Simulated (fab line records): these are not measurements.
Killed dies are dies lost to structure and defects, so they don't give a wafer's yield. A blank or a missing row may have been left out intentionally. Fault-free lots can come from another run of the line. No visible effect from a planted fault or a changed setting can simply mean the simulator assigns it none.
fab line records    flow n5Finfet
record lots=4  wafers=12  lastDay=18
route steps=1938 shown BEOL_M11@1566 BEOL_M12@1602 BEOL_M15@1830
lots untouched by any fault: they come from a run of this same line in which no faults occurred
startH: hours from the record's opening day to when the first of the lot's shown wafers began    waitH: time in hours since the lot's previous step    " repeats the value in the row above    L1.1+2: a row that stands for several wafers    - either no value or no given start    * or withheld: withheld    < > ~ a bound
route shown NAME@n: NAME is a module with steps in the file, n the number in the route of the first one    usual: mean/standard deviation of fault-free wafers    same: alike in all rows    chamber/n: place in a boat    sites: the reading at each site    _std_site: their standard deviation    _edge_site: outer sites' mean less inner sites'    radiusMm: for every site, how far away it sits from the centre of the wafer    mask NAME#n: copy n    behind: the tool/chamber that last shaped the wafer    hold: cause of the lot's hold/its duration in hours/its outcome    device: the transistor (n, p or np) that didn't switch    end of line: the tests these same wafers got at the end of their route    for a step that has no rows: nothing shown but its recipe    killed: dies that structure and defects cost at the first sort, which is not the same as the wafer's yield    map: shows each die of a wafer: x if killed, . if not, _ if none is there
set.NAME: the setting that was run; set.NAME@STEP: the one run at that earlier step    model.NAME: the simulator's own value behind a step, which no gauge read
certain route steps with their lots: each step a table, each wafer a row
services: when a tool's chamber went out of use (startH, in hours from the record's first day, below 0 if earlier), for how many hours, and the reason
## steps
# step N5_BEOL_M11_PEB_26
# recipe pebTempC=withheld  pebTimeS=60  resist=CAR-ArF
# step N5_BEOL_M11_DEVELOP_27
# recipe developTimeS=30  developer=TMAH  resist=CAR-ArF  rinseLiquid=diw  dry=airSpin  devTempC=23
# step N5_BEOL_M11_DESCUM_33
# recipe chemistry=O2  timeS=7.9  sourcePowerW=50  biasPowerW=20  pressureMtorr=20  rfFrequencyHz=2.712e+07  tempC=40  resist=CAR-ArF  o2FlowSccm=225
# step N5_BEOL_M11_ETCH_65
# recipe chemistry=CF4  target=SiARC  targetDepthA=390  maskMaterial=CAR-ArF  timeS=65  ionEnergyEv=80  pressureMtorr=40  sourceW=545  biasW=36  Ar_flow_sccm=100  cf4FlowSccm=100  ends=cleared
# step N5_BEOL_M11_ETCH_66
# recipe chemistry=N2/H2  target=SOC  targetDepthA=1200  overetchA=240  maskMaterial=SiARC  tempC=40  timeS=180  ionEnergyEv=200  pressureMtorr=30  sourceW=840  biasW=150  n2FlowSccm=200  h2FlowSccm=200
# step N5_BEOL_M11_STRIP_69
# recipe chemistry=N2/H2  tempC=40  n2FlowSccm=200  h2FlowSccm=200  rfFrequencyHz=6e+07
# step N5_BEOL_M11_VIA_ETCH_34
# recipe chemistry=C4F6/O2  target=SiCOH_lowk  targetDepthA=1845  maskMaterial=SOC  taperDeg=4  timeS=69.2  ionEnergyEv=250  pressureMtorr=30  sourceW=345  biasW=185  Ar_flow_sccm=300  C4F6_flow_sccm=10  O2_flow_sccm=10
# step N5_BEOL_M11_STRIP_73
# recipe chemistry=C4F6/O2  resist=SiARC  rfFrequencyHz=6e+07
# step N5_BEOL_M11_STRIP_36
# recipe chemistry=N2/H2  powerW=450  tempC=40  pressureMtorr=20  rfFrequencyHz=6e+07  overashFraction=0.3  biasPowerW=7  h2Frac=0.5  n2FlowSccm=200  h2FlowSccm=200
# step N5_BEOL_M11_TRENCH_ETCH_37
# recipe chemistry=C4F6/O2  targetDepthA=1488.3  target=SiCOH_lowk  timeS=48  ionEnergyEv=250  pressureMtorr=30  sourceW=345  biasW=185  Ar_flow_sccm=300  C4F6_flow_sccm=10  O2_flow_sccm=10
# usual drypumpMotorCurrentA=5.8/0.53  oesProductAu=0.78/0.073  rfFwdPowerW=341.2/1.5  rfVppV=662/14  showerheadPlenumPTorr=2.87/0.086  throttleValvePct=20.9/0.33
lot.wafer  tool        chamber  startH  waitH  drypumpMotorCurrentA  oesProductAu  rfFwdPowerW  rfHoursCounterH  rfVppV  showerheadPlenumPTorr  throttleValvePct  model.etch.depthNm  model.BEOL_M11.featureDepthNm
L450.3     rieDiel-03  2        265.29  -      5.0                   0.77          340.0        127              654     2.85                   21.1              146                 146
L450.4     "           0        "       "      5.9                   0.74          341.1        186              662     2.84                   21.0              146.9               146.8
L450.5     "           0        "       "      5.9                   0.74          341.0        -                661     2.84                   21.0              147.7               147.6
L454.1     rieDiel-03  1        283.08  -      6.0                   0.72          342.3        199              636     2.71                   21.1              146.5               146.6
L454.4     "           3        "       "      5.7                   0.78          261.8        64               741     3.01                   20.7              132.6               132.6
L454.5     "           3        "       "      5.6                   0.79          260.7        -                745     3.01                   20.7              134                 134
L458.3     rieDiel-03  2        304.14  -      5.0                   0.77          338.8        139              654     2.84                   21.1              145.1               145.2
L458.4     "           0        "       "      5.9                   0.73          342.9        198              660     2.84                   21.0              145.9               146
L458.6     "           3        "       "      5.6                   0.78          258.5        -                742     3.01                   20.7              132.9               132.8
L469.2     rieDiel-04  3        382.52  -      5.7                   0.91          339.7        44               659     2.87                   20.2              153.9               154
L469.3     "           1        "       "      6.3                   0.70          344.0        239              680     2.92                   20.7              147.2               147.2
L469.5     "           2        "       "      5.7                   0.69          342.8        -                682     2.94                   21.4              148.1               148
# step N5_BEOL_M11_ETCH_41
# recipe chemistry=CH3F/O2  target=SiCN  targetDepthA=426  taperDeg=2  timeS=86  ionEnergyEv=120  maskMaterial=TiN  pressureMtorr=30  sourceW=395  biasW=75  Ar_flow_sccm=150  CH3F_flow_sccm=30  O2_flow_sccm=20
# step N5_BEOL_M11_STRIP_77
# recipe chemistry=N2/H2  timeS=10  powerW=450  tempC=40  pressureMtorr=20  rfFrequencyHz=6e+07  biasPowerW=7  n2FlowSccm=200  h2FlowSccm=200
# step N5_BEOL_M11_OCD_MEAS_38
# usual trenchDepthNm=148.0/2.7
lot.wafer  tool    chamber  startH  waitH  trenchDepthNm
L450.3     ocd-02  -        265.47  -      145.7
L450.4     "       -        "       "      146.9
L450.5     "       -        "       "      147.3
L454.1     ocd-01  -        283.26  -      146.6
L454.4     "       -        "       "      132.5
L454.5     "       -        "       "      134.0
L458.3     ocd-01  -        304.32  -      145.1
L458.4     "       -        "       "      145.7
L458.6     "       -        "       "      132.8
L469.2     ocd-01  -        382.70  -      154.5
L469.3     "       -        "       "      147.2
L469.5     "       -        "       "      148.2
# step N5_BEOL_M11_HM_STRIP_39
# recipe chemistry=peroxideTinStrip  material=TiN  targetDepthA=250  tempC=50  timeS=158
# step N5_BEOL_M11_SRD_40
# recipe timeS=30  tempC=23  rinseLiquid=diw  dry=ipaMarangoni
# step N5_BEOL_M11_PRECLEAN_42
# recipe chemistry=residueRemover  timeS=60  tempC=40
# step N5_BEOL_M11_SRD_43
# recipe timeS=30  tempC=23  rinseLiquid=diw  dry=ipaMarangoni
# step N5_BEOL_M11_CURE_72
# recipe tempC=370  timeS=120  ambient=DMADMS/He  material=SiCOH_lowk
# step N5_BEOL_M11_DEGAS_44
# recipe ambient=vacuum  tempC=250  timeS=60
# step N5_BEOL_M11_PRE_CLEAN_45
# recipe gas=H2/He  timeS=30  tempC=250
# step N5_BEOL_M11_ALD_74
# recipe material=TaN  targetThkA=20  tempC=275  aldPrecursorFamily=PDMAT  aldCoReactant=NH3  pressureTorr=3  carrierFlowSccm=1500  pulseTimeS=2  purgeTimeS=3  coReactantPurgeTimeS=2  coReactantPulseTimeS=3  aldCycles=40  precursorVesselTempC=75  precursorVesselPressureTorr=26.25  precursorVesselCarrierSccm=1000
# step N5_BEOL_M11_SURFACE_TREAT_76
# recipe gas=Ar  timeS=*  ionEnergyEv=*  ionCurrentMaCm2=0.5  pressureMtorr=*  arFlowSccm=30
# step N5_BEOL_M11_CVD_75
# recipe material=Co  targetThkA=20  tempC=withheld  precursor=CCTBA/H2  pressureTorr=30  timeS=138.9
# step N5_BEOL_M11_SPUTTER_48
# recipe material=Cu  targetThkA=120  tempC=-20  biasV=60  powerW=26000  chamberPressurePa=0.13  timeS=2
# step N5_BEOL_M11_ECD_50
# recipe material=Cu  targetThkA=3180
# step N5_BEOL_M11_ANNEAL_51
# recipe tempC=225  timeS=90  ambient=N2
# step N5_BEOL_M11_CMP_52
# recipe stopOn=SiCOH_lowk  tOverpolishS=7  downForcePsi=1  platenRpm=50  clearingPlatenDownForcePsi=1.5  clearingPlatenRpm=50  postCmpClean=cuAlkaline  targetThkNm=140  clearingPlatenPadVelocityMS=0.99484  padVelocityMS=0.99484
# usual barrierFieldEndpointS=28.6/0.62  motorCurrentA=6.1/0.62  overpolishRunS=7.001/0.0096  padLifeWafers=673/430  platenRpm=50.00/0.034  timeToEndpointS=66/3.1
lot.wafer  tool    chamber  startH  waitH  barrierFieldEndpointS  motorCurrentA  overpolishRunS  padLifeWafers  platenRpm  timeToEndpointS  model.Cu_of_BEOL_M11_ECD_50.thkNm
L450.3     cmp-03  2        267.36  0.2    28.4                   5.9            7.005           1818           49.96      70               137.2
L450.4     "       0        "       "      28.4                   6.7            7.008           1820           50.08      66               137.8
L450.5     "       3        "       "      28.7                   6.0            6.987           -              49.98      67               137.8
L454.4     cmp-02  3        285.64  0.2    29.9                   6.1            7.007           272            50.00      66               123
L454.1     "       0        "       "      27.8                   7.3            7.008           273            50.02      64               137
L454.5     "       1        "       "      29.8                   6.2            7.011           -              50.05      70               125.2
L458.4     cmp-01  0        306.53  0.1    29.9                   6.3            7.014           900            49.95      69               138.2
L458.3     "       2        "       "      27.9                   5.9            7.006           902            50.04      66               136.6
L458.6     "       1        "       "      29.3                   5.3            7.008           -              49.96      71               124.2
L469.3     cmp-02  0        385.69  0.2    27.5                   7.3            6.998           961            50.01      60               137
L469.2     "       1        "       "      28.0                   5.7            6.999           962            49.96      66               145.8
L469.5     "       0        "       "      27.4                   7.1            7.003           -              50.02      62               138.8
# step N5_BEOL_M11_THK_MEAS_53
# recipe thkMeasGauge=xrf  reads=Cu_of_BEOL_M11_ECD_50
# usual M11_THK=141/3.2
lot.wafer  tool          chamber  startH  waitH  M11_THK[nm]
L450.3     filmMetro-01  -        267.65  -      141
L450.4     "             -        "       "      141
L450.5     "             -        "       "      141
L454.1     filmMetro-01  -        285.87  0.2    138
L454.4     "             -        "       "      123
L454.5     "             -        "       "      126
L458.3     filmMetro-01  -        306.82  -      139
L458.4     "             -        "       "      140
L458.6     "             -        "       "      126
L469.2     filmMetro-02  -        385.94  -      149
L469.3     "             -        "       "      139
L469.5     "             -        "       "      142
# step N5_BEOL_M11_PRE_CLEAN_55
# recipe gas=NH3  timeS=15  tempC=withheld  rfPowerW=300
# step N5_BEOL_M11_DEP_56
# recipe material=SiCN  targetThkA=300  tempC=withheld  precursor=3MS/NH3  pressureTorr=3  rfW=675  timeS=10.5
# step N5_BEOL_M11_RS_MEAS_57
# recipe thkMeasGauge=four-point-probe  reads=Cu_of_BEOL_M11_ECD_50+Co_of_BEOL_M11_CVD_75+TaN_of_BEOL_M11_ALD_74
# usual M11_RS=0.152/0.0037
lot.wafer  tool          chamber  startH  waitH  M11_RS[ohm/sq]
L450.3     filmMetro-02  -        267.78  0.0    0.154
L450.4     "             -        "       "      0.154
L450.5     "             -        "       "      0.154
L454.1     filmMetro-01  -        286.00  0.0    0.155
L454.4     "             -        "       "      0.174
L454.5     "             -        "       "      0.170
L458.3     filmMetro-01  -        306.95  0.0    0.155
L458.4     "             -        "       "      0.153
L458.6     "             -        "       "      0.172
L469.2     filmMetro-01  -        386.07  0.0    0.144
L469.3     "             -        "       "      0.155
L469.5     "             -        "       "      0.152
# step N5_BEOL_M12_ILD_DEP_00
# recipe material=SiOC  targetThkA=6589.2  tempC=350  precursor=DEMS/O2  pressureTorr=5  rfW=500  timeS=130.7
# step N5_BEOL_M12_COAT_58
# recipe resist=BARC  tempC=205  timeS=60  spinRpm=1500  resistThkNm=89
# step N5_BEOL_M12_COAT_04
# recipe spinRpm=1625  resistThkNm=400
# step N5_BEOL_M12_EBR_06
# recipe solvent=PGMEA  ebrWidthMm=1.5
# step N5_BEOL_M12_SOFTBAKE_05
# recipe tempC=130  timeS=60
# step N5_BEOL_M15_RC_MEAS_101
# usual COMB_M10=1.43e-11/2.7e-12  COMB_M11=1.4e-11/3e-12  COMB_M12=6.3e-12/1.4e-12  COMB_M13=4.7e-12/1.1e-12  COMB_M14=3.6e-12/9e-13  COMB_M15=2.4e-12/7.4e-13  COMB_M5=3.6e-11/7.1e-12  COMB_M6=2.6e-11/5.6e-12  COMB_M7=2.6e-11/5.9e-12  COMB_M8=2.5e-11/5e-12  COMB_M9=1.4e-11/3e-12  SERP_M10=3.09/0.099  SERP_M11=3.12/0.094  SERP_M11_max_site=3.20/0.1  SERP_M12=0.640/0.018  SERP_M13=0.310/0.0056  SERP_M14=0.160/0.0051  SERP_M5=39.1/1.8  SERP_M6=13.9/0.56  SERP_M7=14.1/0.6  SERP_M8=13.9/0.59  SERP_M9=3.09/0.086
lot.wafer  tool       chamber  startH  waitH  COMB_M10[S/m]  COMB_M11[S/m]  COMB_M12[S/m]  COMB_M13[S/m]  COMB_M14[S/m]  COMB_M15[S/m]  COMB_M5[S/m]  COMB_M6[S/m]  COMB_M7[S/m]  COMB_M8[S/m]  COMB_M9[S/m]  SERP_M10[ohm/um]  SERP_M11[ohm/um]  SERP_M11_max_site[ohm/um]  SERP_M12[ohm/um]  SERP_M13[ohm/um]  SERP_M14[ohm/um]  SERP_M5[ohm/um]  SERP_M6[ohm/um]  SERP_M7[ohm/um]  SERP_M8[ohm/um]  SERP_M9[ohm/um]
L450.3     prober-02  0        289.26  0.3    1.33e-11       1.4e-11        8.9e-12        6.4e-12        4.1e-12        2.4e-12        3.5e-11       2.5e-11       2e-11         2.7e-11       1.2e-11       3.10              3.14              3.21                       0.639             0.305             0.155             35.5             15.0             14.9             13.3             3.03
L450.4     "          0        "       "      1.15e-11       1.2e-11        6.7e-12        5.7e-12        4.9e-12        2.2e-12        3.6e-11       2.7e-11       2.9e-11       3.3e-11       1.1e-11       3.09              3.21              3.30                       0.643             0.308             0.156             37.5             14.2             14.7             13.7             3.01
L450.5     "          0        "       "      1.46e-11       1.6e-11        7.6e-12        5.4e-12        3.7e-12        2.5e-12        5.5e-11       3.1e-11       2.8e-11       2.2e-11       1e-11         3.07              3.18              3.29                       0.624             0.310             0.158             38.1             14.4             14.8             13.8             3.02
L454.1     prober-02  0        310.56  0.0    1.29e-11       1.4e-11        5.3e-12        5.2e-12        3e-12          2.5e-12        3e-11         3.6e-11       1.9e-11       2.5e-11       1e-11         3.12              3.19              3.25                       0.635             0.302             0.169             36.6             14.6             13.8             14.0             3.03
L454.4     "          0        "       "      1.21e-11       1.3e-11        5.1e-12        4.4e-12        3.4e-12        3e-12          4.1e-11       2.8e-11       2.5e-11       2.7e-11       1.3e-11       3.20              3.61              3.66                       0.653             0.311             0.154             38.1             13.7             14.3             14.1             3.06
L454.5     "          0        "       "      1.82e-11       1e-11          6.2e-12        4.6e-12        4.5e-12        2.8e-12        2.7e-11       3.4e-11       4.5e-11       2.5e-11       1.5e-11       3.12              3.51              3.60                       0.666             0.311             0.162             41.2             13.7             13.3             14.1             3.05
L458.3     prober-02  0        331.42  0.3    1.34e-11       1.8e-11        4.6e-12        3.8e-12        4.2e-12        3.4e-12        4e-11         3.5e-11       2.6e-11       2.8e-11       1.7e-11       3.03              3.11              3.15                       0.647             0.305             0.167             39.7             14.3             14.6             14.3             2.96
L458.4     "          0        "       "      1.79e-11       1.4e-11        5.2e-12        6e-12          3.2e-12        2.4e-12        2.5e-11       3.3e-11       3.6e-11       3.7e-11       1.5e-11       3.05              3.13              3.18                       0.661             0.304             0.154             40.9             14.3             13.9             13.1             3.17
L458.6     "          0        "       "      1.5e-11        1.8e-11        9e-12          4.5e-12        3.8e-12        3e-12          3.6e-11       3.1e-11       2.8e-11       2.8e-11       1.5e-11       3.09              3.52              3.64                       0.634             0.304             0.164             40.8             14.7             14.8             13.7             3.14
L469.2     prober-02  0        416.74  0.2    1.53e-11       1.1e-11        6.4e-12        5.6e-12        4e-12          3.7e-12        3.8e-11       3.8e-11       3.1e-11       3.8e-11       1.4e-11       3.32              2.90              2.96                       0.614             0.308             0.156             39.1             12.8             12.9             13.6             3.04
L469.3     "          0        "       "      1.24e-11       1.3e-11        1.04e-11       5.6e-12        3.8e-12        2.5e-12        4e-11         2.7e-11       3e-11         2.5e-11       1.4e-11       3.21              3.10              3.24                       0.599             0.315             0.158             37.4             14.0             14.2             13.6             3.11
L469.5     "          0        "       "      1.64e-11       1e-11          5.8e-12        8.7e-12        3.8e-12        2.5e-12        4.5e-11       3.2e-11       2e-11         2.9e-11       1.4e-11       3.24              3.06              3.14                       0.596             0.311             0.167             37.4             13.4             14.3             14.5             3.22
# sites SERP_M11 radiusMm=0,75,75,75,75,140,140,140,140
L450.3 3.12 3.16 3.09 3.11 3.14 3.17 3.21 3.10 3.19
L454.1 3.25 3.20 3.20 3.21 3.19 3.12 3.14 3.12 3.17
L458.3 3.15 3.11 3.13 3.15 3.13 3.05 3.03 3.03 3.05
L469.2 2.90 2.86 2.93 2.92 2.88 2.90 2.89 2.96 2.89
## services
tool        chamber  startH  hours  kind
cmp-02      -        251.11  4.0    pm
cmp-02      -        255.11  -      consumableReplace:conditioner
cmp-02      -        255.11  -      consumableReplace:pad
cmp-01      -        256.07  10.5   repair
cmp-03      -        263.56  1.7    repair
rieDiel-04  1        264.02  3.2    repair
cmp-03      -        289.50  4.0    pm
cmp-03      -        293.50  -      consumableReplace:conditioner
cmp-03      -        293.50  -      consumableReplace:pad
cmp-03      -        297.22  4.2    pm
rieDiel-04  -        301.12  28.1   pm
cmp-02      -        303.99  1.4    repair
cmp-03      -        311.08  1.1    repair
cmp-02      -        347.15  3.7    repair
rieDiel-03  3        356.86  1.3    repair
cmp-01      -        358.16  0.3    repair
cmp-02      -        363.15  1.5    repair
cmp-01      -        377.67  0.8    repair
## key
firstSign step=N5_BEOL_M11_TRENCH_ETCH_37  reading=rfFwdPowerW  direction=down  sigmas=55  usual=*  struck=*
effect step=N5_BEOL_M11_TRENCH_ETCH_37  reading=rfVppV  direction=up  sigmas=5.8  usual=662  struck=743
effect step=N5_BEOL_M11_OCD_MEAS_38  reading=trenchDepthNm  direction=down  sigmas=5.6  usual=148.0  struck=133.1
effect step=N5_BEOL_M11_THK_MEAS_53  reading=M11_THK  direction=down  sigmas=4.8  usual=141  struck=125
effect step=N5_BEOL_M11_RS_MEAS_57  reading=M11_RS  direction=up  sigmas=5.5  usual=0.152  struck=0.172
effect step=N5_BEOL_M15_RC_MEAS_101  reading=SERP_M11  direction=up  sigmas=4.6  usual=3.12  struck=3.55
modelEffect step=N5_BEOL_M11_TRENCH_ETCH_37  value=etch.depthNm  without=148.1  struck=133.1
modelEffect step=N5_BEOL_M11_CMP_52  value=Cu_of_BEOL_M11_ECD_50.thkNm  without=139.1  struck=124.1
metAt N5_BEOL_M11_TRENCH_ETCH_37
struckWafers L454.4,L454.5,L458.6
fault kind=processParameterDrift  tool=rieDiel-03  chamber=3  onsetH=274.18  steps=N5_BEOL_M11_TRENCH_ETCH_37  channel=sourceW  offset=-82.8  shape=step  endH=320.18  actsIn=theseRecipesOnly  stated=345
